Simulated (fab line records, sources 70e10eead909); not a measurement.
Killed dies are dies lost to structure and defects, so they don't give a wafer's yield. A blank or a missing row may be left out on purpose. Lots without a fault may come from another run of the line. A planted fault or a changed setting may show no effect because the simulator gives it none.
fab line records | flow nand_harc
record lots=6 wafers=18 last_day=34
route steps=1302 shown A_DECK1_JOINT@527
lots that met no fault: from a run of the same line without faults
start_h: hours from the record's first day to the start of the lot's first wafer shown | wait_h: hours since the lot's step before | " the same as in the row above | L1.1+2: a row that stands for several wafers | - no value, or no start given | * or withheld: withheld | < > ~ a bound
route shown NAME@n: a module of which the file shows steps, and the number in the route of the first | usual: mean/standard deviation of fault-free wafers | same: alike in all rows | chamber/n: place in a boat | sites: the reading at each site | _std_site: their standard deviation | _edge_site: outer sites' mean less inner sites' | radius_mm: how far each site lies from the wafer's centre | mask NAME#n: copy n | behind: the tool/chamber that last shaped the wafer | hold: why the lot was held/for how many hours/how that ended | device: the transistor (n, p or np) that didn't switch | end of line: the same wafers' tests at the end of the route | a step without rows: its recipe alone | killed: dies lost to structure and defects at the first sort, not the wafer's yield | map: a wafer's dies, x killed, . not, _ none there
set.NAME: the setting as run; set.NAME@STEP: as run at that earlier step | model.NAME: the simulator's own value behind a step, which no gauge read
lots at some steps of the route; a table a step, a row a wafer
services: from which hour (start_h, from the record's first day; less than 0 if before it) a tool's chamber was out of use, for how many hours, and why
## steps
# step NHARC_A_DECK1_JOINT_CMP_13
# recipe target_thk_nm=51.023
# usual edge_zone_pressure_frac=1.000/0.005 motor_current_A=11.4/0.93 time_to_endpoint_s=7.7/3
# columns lot.wafer tool chamber start_h wait_h edge_zone_pressure_frac motor_current_A time_to_endpoint_s
L748.2 cmp-04 0 292.69 0.4 0.990 9.4 4.1
L748.3 " 1 " " 0.990 12.7 5.0
L748.6 " 1 " " 1.000 12.1 7.1
L755.1 cmp-04 3 351.58 0.4 0.989 11.8 3.5
L755.4 " 0 " " 0.996 9.5 10.6
L755.3 " 1 " " 0.997 12.6 13.1
L756.2 cmp-03 1 351.59 0.4 1.002 11.2 7.8
L756.1 " 2 " " 1.004 10.7 12.2
L756.6 " 3 " " 1.000 10.6 11.2
L763.3 cmp-02 0 438.87 0.4 0.998 13.1 8.2
L763.5 " 1 " " 1.008 12.2 12.0
L763.6 " 2 " " 0.998 11.6 10.5
L767.4 cmp-03 2 465.80 0.4 1.001 11.7 11.5
L767.3 " 0 " " 0.990 11.8 7.2
L767.6 " 1 " " 1.006 11.4 7.1
L768.3 cmp-03 2 480.31 0.4 0.999 11.1 8.1
L768.1 " 3 " " 1.004 10.6 8.7
L768.5 " 1 " " 0.995 12.1 5.4
# step NHARC_A_DECK1_JOINT_THK_MEAS_14
# recipe thk_meas_gauge=ellipsometry
# usual thk_nm=50.8/1.7
# columns lot.wafer tool chamber start_h wait_h thk_nm
L748.2 film_metro-01 - 292.95 0.2 51.9
L748.3 " - " " 51.7
L748.6 " - " " 54.3
L756.1 film_metro-01 - 351.80 0.2 53.5
L756.2 " - " " 50.0
L756.6 " - " " 51.2
L755.1 film_metro-02 - 351.81 0.2 49.0
L755.3 " - " " 52.8
L755.4 " - " " 50.7
L763.3 film_metro-01 - 439.05 0.2 49.8
L763.5 " - " " 54.0
L763.6 " - " " 49.3
L767.3 film_metro-02 - 466.04 0.2 54.2
L767.4 " - " " 53.2
L767.6 " - " " 51.9
L768.1 film_metro-01 - 480.54 0.2 53.1
L768.3 " - " " 51.3
L768.5 " - " " 50.6
# step NHARC_A_DECK1_JOINT_SRD_04
# step NHARC_A_DECK1_JOINT_ETCHBACK_00
# recipe target_depth_a=300 time_s=17.4 hbr_flow_sccm=150 rf_w=350 icp_w=350 bias_w=60 chemistry=HBr
# usual drypump_motor_current_A=5.8/0.45 oes_product_au=1.003/0.012 throttle_valve_pct=23.267/0.0092
# columns lot.wafer tool chamber start_h wait_h drypump_motor_current_A oes_product_au rf_hours_counter_h throttle_valve_pct
L748.2 rie_si-01 3 293.08 0.1 5.8 1.006 0.7 23.263
L748.3 " 2 " " 5.1 0.989 0.7 23.279
L748.6 " 3 " " 5.8 0.998 - 23.276
L756.2 rie_si-05 0 351.93 0.1 5.6 0.994 0.2 23.278
L756.1 " 1 " " 5.9 1.001 0.2 23.262
L756.6 " 0 " " 5.7 0.987 - 23.281
L755.3 rie_si-02 2 351.94 0.1 6.4 1.018 0.4 23.269
L755.4 " 3 " " 6.2 1.011 0.5 23.262
L755.1 " 0 " " 6.4 1.004 0.4 23.270
L763.3 rie_si-05 3 439.19 0.1 5.7 1.009 0.8 23.262
L763.6 " 2 " " 6.2 0.997 - 23.258
L763.5 " 3 " " 5.7 1.008 - 23.271
L767.3 rie_si-05 0 466.18 0.1 5.6 0.997 1.0 23.260
L767.4 " 1 " " 5.9 1.006 1.1 23.285
L767.6 " 0 " " 5.6 0.990 - 23.268
L768.1 rie_si-02 1 480.67 0.1 5.8 1.010 0.1 23.257
L768.3 " 3 " " 6.2 1.033 0.1 23.266
L768.5 " 2 " " 6.4 1.015 - 23.271
# step NHARC_A_DECK1_JOINT_PRECLEAN_30
# recipe time_s=* temp_c=50 bath_age_min=0 chemistry=SC1
# step NHARC_A_DECK1_JOINT_SRD_31
# step NHARC_A_DECK1_JOINT_CVD_34
# recipe target_thk_a=200 temp_c=700 pressure_mtorr=300 material=SiNx
# step NHARC_A_DECK1_JOINT_DEP_06
# recipe target_thk_a=800 temp_c=65 material=SiOx
# step NHARC_A_DECK1_JOINT_CURE_26
# recipe temp_c=150 time_s=32 pressure_atm=0.395
# step NHARC_A_DECK1_JOINT_ANNEAL_27
# recipe temp_c=400 time_s=3600 idle_temp_c=300 ramp_up_c_per_min=10 densification_p_h2o_torr=640
# step NHARC_A_DECK1_JOINT_ANNEAL_28
# recipe temp_c=500 time_s=1800 idle_temp_c=400 ramp_up_c_per_min=10 densification_p_h2o_torr=640
# step NHARC_A_DECK1_JOINT_ANNEAL_29
# recipe temp_c=750 time_s=1800 idle_temp_c=500 ramp_up_c_per_min=10 ramp_down_c_per_min=3
# step NHARC_A_DECK1_JOINT_CMP_02
# recipe material=SiOx
# usual edge_zone_pressure_frac=1.000/0.0054 motor_current_A=11.5/0.9
# columns lot.wafer tool chamber start_h wait_h edge_zone_pressure_frac motor_current_A
L748.3 cmp-04 1 316.83 0.4 1.011 12.5
L748.2 " 0 " " 0.996 9.6
L748.6 " 2 " " 0.986 11.1
L755.4 cmp-02 1 374.71 0.4 - -
L755.3 " 2 " " - -
L755.1 " 3 " " - -
L756.1 cmp-03 0 374.74 0.4 - -
L756.2 " 1 " " - -
L756.6 " 2 " " - -
L763.3 cmp-02 0 459.89 0.4 0.997 12.5
L763.5 " 2 " " 1.002 11.6
L763.6 " 3 " " 1.000 11.0
L767.4 cmp-02 3 489.13 0.4 1.005 10.7
L767.3 " 1 " " 1.009 12.7
L767.6 " 0 " " 1.007 13.4
L768.3 cmp-03 3 512.24 0.4 1.000 10.7
L768.1 " 1 " " 1.011 11.5
L768.5 " 3 " " 1.001 10.7
## services
# columns tool chamber start_h hours kind
rie_si-05 - 272.14 0.4 repair
cmp-03 - 278.88 0.9 repair
rie_si-05 - 305.00 9.0 pm
cmp-04 - 307.02 4.0 pm
cmp-04 - 313.01 3.4 repair
cmp-02 - 332.97 4.0 pm
cmp-03 - 342.52 6.0 repair
cmp-03 - 351.78 2.2 repair
cmp-03 - 358.47 4.0 pm
cmp-04 - 368.10 2.7 repair
cmp-04 - 374.54 0.9 repair
cmp-04 - 405.02 4.0 pm
cmp-02 - 406.10 1.1 repair
cmp-03 - 412.15 2.4 repair
cmp-03 - 428.62 3.0 repair
cmp-02 - 429.71 0.2 repair
cmp-02 - 430.97 4.0 pm
cmp-03 - 456.47 4.0 pm
cmp-04 - 456.52 4.7 repair
cmp-04 - 477.67 0.7 repair
rie_si-05 - 482.00 9.0 pm
cmp-04 - 485.75 5.6 repair
cmp-02 - 492.28 2.2 repair
cmp-04 - 503.02 4.0 pm
## key
first_sign step=NHARC_A_DECK1_JOINT_CMP_02 reading=tool_record direction=missing
effect none on later readings
met_at NHARC_A_DECK1_JOINT_CMP_02
struck_wafers L755.1,L755.3,L755.4,L756.1,L756.2,L756.6
later_rows_left_out L755.1,L755.3,L755.4,L756.1,L756.2,L756.6
sort_left_out L755.1,L755.3,L755.4,L756.1,L756.2,L756.6
tester_left_out L755,L756
fault kind=skipped_step_whole tool=cmp-02,cmp-03 chamber=- onset_h=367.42 steps=NHARC_A_DECK1_JOINT_CMP_02 scope=struck_lots_only
# tester_left_out: of these lots the tester's yield and bins aren't shown, on N5 and GAA mostly nor the transistor test; their killed dies are dies lost to structure and defects alone, not to doping, threshold or leakage, so they don't give the yield
# sort_left_out: the simulated sort isn't trusted on such a fault, so these wafers' sort isn't shown, and their yield isn't known
# later_rows_left_out: the simulator's readings of these wafers behind a module that went badly wrong aren't trusted and aren't shown, but for the sort
